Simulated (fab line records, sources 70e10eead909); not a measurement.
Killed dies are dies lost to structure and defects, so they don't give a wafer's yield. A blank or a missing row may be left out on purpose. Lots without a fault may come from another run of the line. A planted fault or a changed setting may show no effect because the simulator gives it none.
Chamber matching | flow nand_harc | NHARC_A_STAIRCASE_ETCH_444 on rie_diel-11: 4 sister chambers
The step etches the open film in C4F8/O2, target depth 20400 nm, time 6800 s. 8 wafers are shown with their chamber, then 7 later ones without.

WAFERS WITH THEIR CHAMBER
wafer  | chamber | rf_vpp_V (V) | oes_product_au (a.u.)
L078.4 | 3       | 810          | 0.954
L081.2 | 2       | 801          | 0.918
L081.6 | 0       | 813          | 0.928
L084.3 | 1       | 807          | 0.937
L084.4 | 0       | 813          | 0.934
L084.6 | 1       | 809          | 0.932
L085.2 | 3       | 809          | 0.924
L085.3 | 2       | 801          | 0.926

WAFERS WITHOUT THEIR CHAMBER
wafer  | rf_vpp_V (V) | oes_product_au (a.u.)
L085.5 | 809          | 0.928
L091.3 | 809          | 0.943
L091.4 | 812          | 0.936
L091.5 | 813          | 0.935
L092.4 | 801          | 0.930
L092.3 | 809          | 0.932
L092.5 | 808          | 0.912

WHICH CHAMBER EACH WENT THROUGH
wafer  | from the rows above     | in truth
L085.5 | can't be placed: 3 or 1 | 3
L091.3 | can't be placed: 3 or 1 | 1
L091.4 | can't be placed: 0 or 3 | 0
L091.5 | 0                       | 0
L092.4 | 2                       | 2
L092.3 | can't be placed: 3 or 1 | 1
L092.5 | can't be placed: 1 or 3 | 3
Placed correctly: 2 of 7. Can't be placed from these rows: 5 (the true chamber is among the candidates in 5). Placed wrongly: 0.
How it was worked out, from the rows above alone: a wafer's distance from a chamber is the root of the sum, over the readings, of the square of ((its reading less the chamber's mean) divided by the reading's scatter). The wafer belongs to the nearest chamber; if the next one is less than 2 further off, it can't be placed. A chamber's mean is the mean of its shown wafers. The scatter: the root of (the sum of the squares of (reading less its chamber's mean) over the shown wafers, divided by (wafers less chambers)).
